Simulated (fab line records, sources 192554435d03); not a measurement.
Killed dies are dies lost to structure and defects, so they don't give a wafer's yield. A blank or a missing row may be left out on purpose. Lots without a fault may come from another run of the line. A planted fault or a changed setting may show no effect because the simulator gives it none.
Chamber matching | flow n5_finfet | N5_HKMG_FIN_ALD_21 on ald_metal-04: 4 sister chambers
The step deposits TiN, target thk 1.5 nm, pulse time 1 s, purge time 3 s. 16 wafers are shown with their chamber, then 8 later ones without.

WAFERS WITH THEIR CHAMBER
wafer  | chamber | heater_power_w (W) | precursor_pulse_height_rel
L074.1 | 1       | 1068               | 0.991
L074.2 | 0       | 784                | 1.000
L074.3 | 3       | 627                | 1.013
L074.4 | 2       | 937                | 1.023
L074.5 | 1       | 1043               | 1.025
L074.6 | 2       | 951                | 1.008
L075.1 | 1       | 1055               | 1.014
L075.2 | 0       | 772                | 1.000
L075.4 | 3       | 646                | 1.021
L076.2 | 0       | 760                | 1.000
L076.3 | 3       | 646                | 1.027
L076.5 | 3       | 645                | 1.002
L079.3 | 2       | 954                | 0.983
L079.4 | 1       | 1061               | 0.968
L079.5 | 2       | 974                | 1.000
L082.3 | 1       | 1058               | 0.974

SIGNATURES (means of the wafers above)
reading                    | chamber 0 | chamber 1 | chamber 2 | chamber 3 | scatter within a chamber
heater_power_w             | 772.00    | 1057.00   | 954.00    | 641.00    | 11.5
precursor_pulse_height_rel | 1.00000   | 0.99440   | 1.00350   | 1.01575   | 0.0174
Rule: a wafer's distance from a chamber is the root of the sum, over the readings, of the square of ((its reading less the chamber's mean) divided by the reading's scatter). The wafer belongs to the nearest chamber; if the next one is less than 2 further off, it can't be placed. The scatter: the root of (the sum of the squares of (reading less its chamber's mean) over the shown wafers, divided by (wafers less chambers)).

WAFERS WITHOUT THEIR CHAMBER
wafer  | heater_power_w (W) | precursor_pulse_height_rel
L082.5 | 955                | 1.003
L082.6 | 1048               | 0.990
L085.2 | 796                | 0.982
L085.3 | 963                | 1.010
L085.6 | 956                | 1.026
L097.2 | 782                | 1.003
L097.4 | 1048               | 1.020
L097.5 | 1079               | 0.949

WHICH CHAMBER EACH WENT THROUGH
wafer  | from the rows above | in truth
L082.5 | 2                   | 2
L082.6 | 1                   | 1
L085.2 | 0                   | 0
L085.3 | 2                   | 2
L085.6 | 2                   | 2
L097.2 | 0                   | 0
L097.4 | 1                   | 1
L097.5 | 1                   | 1
Placed correctly: 8 of 8. Can't be placed from these rows: 0. Placed wrongly: 0.
